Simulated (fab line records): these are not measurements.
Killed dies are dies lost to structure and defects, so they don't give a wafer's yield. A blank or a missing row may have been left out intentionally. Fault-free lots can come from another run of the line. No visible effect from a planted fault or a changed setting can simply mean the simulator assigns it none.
Matching of chambers / flow n5-finfet / N5_SDB_CMP_30 on cmp-02 has 4 sister chambers
The step polishes, stops on poly-Si, t overpolish 1.54 s, target thk 30 nm. 18 wafers are shown with their chamber, then 9 later ones without.

== EACH WAFER AND ITS CHAMBER ==
wafer=L075.1; chamber=3; motor-current-A (A)=11.5; time-to-endpoint-s (s)=19.4; retaining-ring-pressure-frac=0.995
wafer=L075.5; chamber=1; motor-current-A (A)=13.6; time-to-endpoint-s (s)=18.1; retaining-ring-pressure-frac=1.004
wafer=L075.6; chamber=0; motor-current-A (A)=10.5; time-to-endpoint-s (s)=15.3; retaining-ring-pressure-frac=1.000
wafer=L076.1; chamber=3; motor-current-A (A)=11.8; time-to-endpoint-s (s)=16.6; retaining-ring-pressure-frac=1.001
wafer=L076.3; chamber=2; motor-current-A (A)=11.0; time-to-endpoint-s (s)=16.7; retaining-ring-pressure-frac=1.000
wafer=L076.4; chamber=1; motor-current-A (A)=13.7; time-to-endpoint-s (s)=17.1; retaining-ring-pressure-frac=1.002
wafer=L077.1; chamber=3; motor-current-A (A)=11.6; time-to-endpoint-s (s)=16.7; retaining-ring-pressure-frac=1.005
wafer=L077.5; chamber=2; motor-current-A (A)=10.6; time-to-endpoint-s (s)=15.6; retaining-ring-pressure-frac=1.001
wafer=L077.6; chamber=3; motor-current-A (A)=11.6; time-to-endpoint-s (s)=16.7; retaining-ring-pressure-frac=0.999
wafer=L080.1; chamber=1; motor-current-A (A)=12.4; time-to-endpoint-s (s)=18.0; retaining-ring-pressure-frac=1.003
wafer=L080.3; chamber=3; motor-current-A (A)=11.7; time-to-endpoint-s (s)=18.6; retaining-ring-pressure-frac=0.998
wafer=L080.5; chamber=3; motor-current-A (A)=11.3; time-to-endpoint-s (s)=20.3; retaining-ring-pressure-frac=1.003
wafer=L081.1; chamber=3; motor-current-A (A)=12.1; time-to-endpoint-s (s)=21.4; retaining-ring-pressure-frac=0.999
wafer=L081.4; chamber=0; motor-current-A (A)=10.5; time-to-endpoint-s (s)=17.0; retaining-ring-pressure-frac=0.992
wafer=L081.6; chamber=2; motor-current-A (A)=10.7; time-to-endpoint-s (s)=16.0; retaining-ring-pressure-frac=1.004
wafer=L084.1; chamber=2; motor-current-A (A)=11.2; time-to-endpoint-s (s)=16.8; retaining-ring-pressure-frac=1.005
wafer=L084.4; chamber=3; motor-current-A (A)=12.4; time-to-endpoint-s (s)=15.6; retaining-ring-pressure-frac=1.008
wafer=L084.5; chamber=0; motor-current-A (A)=10.8; time-to-endpoint-s (s)=18.3; retaining-ring-pressure-frac=1.003

SIGNATURES, as means of the wafers listed above
reading=motor-current-A; chamber 0=10.600; chamber 1=13.233; chamber 2=10.875; chamber 3=11.750; scatter within a chamber=0.396
reading=time-to-endpoint-s; chamber 0=16.867; chamber 1=17.733; chamber 2=16.275; chamber 3=18.163; scatter within a chamber=1.61
reading=retaining-ring-pressure-frac; chamber 0=0.99833; chamber 1=1.00300; chamber 2=1.00250; chamber 3=1.00100; scatter within a chamber=0.00383
Rule: a wafer lies at a distance from a chamber equal to the root of the sum of squares, over the readings, of (its reading less the chamber's mean, divided by the reading's scatter). If the next closest chamber is less than 2 further off than the closest, the wafer can't be placed; otherwise it belongs to the closest. The scatter: take each reading less its chamber's mean, square it, sum over the shown wafers, divide by the number of wafers less the number of chambers, and take the root.

== WAFERS MISSING THEIR CHAMBER ==
wafer=L087.3; motor-current-A (A)=11.7; time-to-endpoint-s (s)=17.9; retaining-ring-pressure-frac=0.996
wafer=L087.4; motor-current-A (A)=13.3; time-to-endpoint-s (s)=14.3; retaining-ring-pressure-frac=0.999
wafer=L087.6; motor-current-A (A)=10.9; time-to-endpoint-s (s)=14.3; retaining-ring-pressure-frac=1.002
wafer=L094.1; motor-current-A (A)=13.2; time-to-endpoint-s (s)=16.5; retaining-ring-pressure-frac=0.996
wafer=L094.4; motor-current-A (A)=11.0; time-to-endpoint-s (s)=15.4; retaining-ring-pressure-frac=1.001
wafer=L094.6; motor-current-A (A)=11.3; time-to-endpoint-s (s)=14.8; retaining-ring-pressure-frac=1.007
wafer=L096.1; motor-current-A (A)=12.7; time-to-endpoint-s (s)=18.1; retaining-ring-pressure-frac=1.004
wafer=L096.2; motor-current-A (A)=11.3; time-to-endpoint-s (s)=16.6; retaining-ring-pressure-frac=0.998
wafer=L096.5; motor-current-A (A)=11.6; time-to-endpoint-s (s)=19.6; retaining-ring-pressure-frac=0.997

== WHICH CHAMBER EACH WENT THROUGH ==
wafer=L087.3; from the rows above=can't be placed: 3 or 2 or 0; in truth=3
wafer=L087.4; from the rows above=1; in truth=1
wafer=L087.6; from the rows above=can't be placed: 2 or 0 or 3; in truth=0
wafer=L094.1; from the rows above=1; in truth=1
wafer=L094.4; from the rows above=can't be placed: 2 or 0 or 3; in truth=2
wafer=L094.6; from the rows above=can't be placed: 2 or 3 or 0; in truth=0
wafer=L096.1; from the rows above=can't be placed: 1 or 3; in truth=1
wafer=L096.2; from the rows above=can't be placed: 2 or 3 or 0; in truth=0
wafer=L096.5; from the rows above=can't be placed: 3 or 0 or 2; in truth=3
Correctly placed: 2 of 9. From these rows, 7 cannot be placed; in 7 the true chamber is one of the candidates. 0 placed wrongly.
